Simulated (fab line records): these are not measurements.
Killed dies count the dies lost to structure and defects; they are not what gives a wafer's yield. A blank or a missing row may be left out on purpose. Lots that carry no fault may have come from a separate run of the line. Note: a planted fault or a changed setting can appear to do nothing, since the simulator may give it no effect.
Split-lot experiment | flow n5 finfet | 21 wafers read from 7 lots, route of 1938 steps

## ABOUT THE SPLIT
At N5_BEOL_M0_SAQP_PECVD_00 (deposits SiCN from 3MS/NH3, target thk 8 nm, time 14 s), the setting time s was moved away from the recipe's 14 s on 9 of the 21 wafers read, by -10.7% to +14.7%. For the rest of the wafers, this setting stayed at what the recipe calls for.

The split's own step is where the reading is taken.

## THE READING
SiCN_of_BEOL_M0_SAQP_PECVD_00.thk nm (the simulator's own value, which no gauge read), in nm, at N5_BEOL_M0_SAQP_PECVD_00 (deposits SiCN from 3MS/NH3, target thk 8 nm, time 14 s). No usual value for it is given in the file. Average 7.9 nm, standard deviation 0.15 nm, over the 12 wafers here run with the recipe.

wafer  | tool, chamber at the split | time s as run, s | against the recipe | SiCN_of_BEOL_M0_SAQP_PECVD_00.thk nm, nm | against lot-mates on the recipe
L074.3 | pecvd-01, 2                | 14               | recipe             | 8                                        | -
L074.4 | pecvd-01, 2                | 14               | recipe             | 8.2                                      | -
L074.6 | pecvd-01, 1                | 14               | recipe             | 7.8                                      | -
L075.2 | pecvd-03, 2                | 14.63            | +4.5%              | 8.2                                      | +0.0
L075.3 | pecvd-03, 1                | 14.63            | +4.5%              | 8.4                                      | +0.2
L075.5 | pecvd-03, 1                | 14               | recipe             | 8.2                                      | -
L083.2 | pecvd-01, 1                | 15.37            | +9.8%              | 8.6                                      | +0.8
L083.3 | pecvd-01, 2                | 14               | recipe             | 7.8                                      | -
L083.4 | pecvd-01, 2                | 14               | recipe             | 7.8                                      | -
L088.2 | pecvd-03, 0                | 14               | recipe             | 7.8                                      | -
L088.3 | pecvd-03, 1,2              | 14               | recipe             | 8                                        | -
L088.5 | pecvd-03, 1,2              | 14               | recipe             | 8                                        | -
L091.3 | pecvd-01, 2                | 16.06            | +14.7%             | 9                                        | no lot-mate on the recipe
L091.4 | pecvd-01, 2,0              | 16.06            | +14.7%             | 9.2                                      | no lot-mate on the recipe
L091.5 | pecvd-01, 2,0              | 16.06            | +14.7%             | 9.2                                      | no lot-mate on the recipe
L096.1 | pecvd-02, 1                | 12.5             | -10.7%             | 7.2                                      | -0.8
L096.2 | pecvd-02, 0                | 12.5             | -10.7%             | 7                                        | -1.0
L096.3 | pecvd-02, 2                | 14               | recipe             | 8                                        | -
L097.2 | pecvd-02, 0,2              | 14               | recipe             | 7.8                                      | -
L097.3 | pecvd-02, 0,2              | 14               | recipe             | 7.8                                      | -
L097.4 | pecvd-02, 2                | 13.03            | -6.9%              | 7.4                                      | -0.4
Rows listing several chambers each stand for several wafers; the file does not say which wafer went through which chamber.

THE FIT
A straight line over all 21 wafers: SiCN_of_BEOL_M0_SAQP_PECVD_00.thk nm changes by +0.0792 nm for each +1% of time s; r = +0.97; the points scatter about the line by 0.14 nm.
The same after taking each lot's own level away (the mean of its wafers on the recipe; 18 wafers): +0.0738 nm for each +1%; r = +0.94; scatter 0.13 nm.
According to that fit, moving time s by its largest amount changes the reading by 1.1 nm.
Measured against the standard deviation above, the lots' own levels, which go from 7.80 to 8.20 nm, span 2.7 times it.
Hence the lot-to-lot level has little effect on the slope; both slopes agree.
Check: with one of the wafers moved furthest among these (-10.7%) left out of the fit, the line predicts -0.826 nm for it against its lot-mates. It came out at -0.8 nm against them.

## ADDITIONAL SPLITS CARRIED BY THESE WAFERS
Other splits were also applied to these wafers ahead of the reading. Each is held against what the fit with the lots' levels taken away leaves over:
other split on the same wafers       | wafers away from the commonest value | r with SiCN_of_BEOL_M0_SAQP_PECVD_00.thk nm (lot level and that fit taken away)
N5_MOL_CONTACT_COAG_COAT_64 spin rpm | 7                                    | +0.24

## FILE'S OWN FIT
SiCN_of_BEOL_M0_SAQP_PECVD_00.thk nm changes by +0.0742 nm for each +1% of time s, r = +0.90.
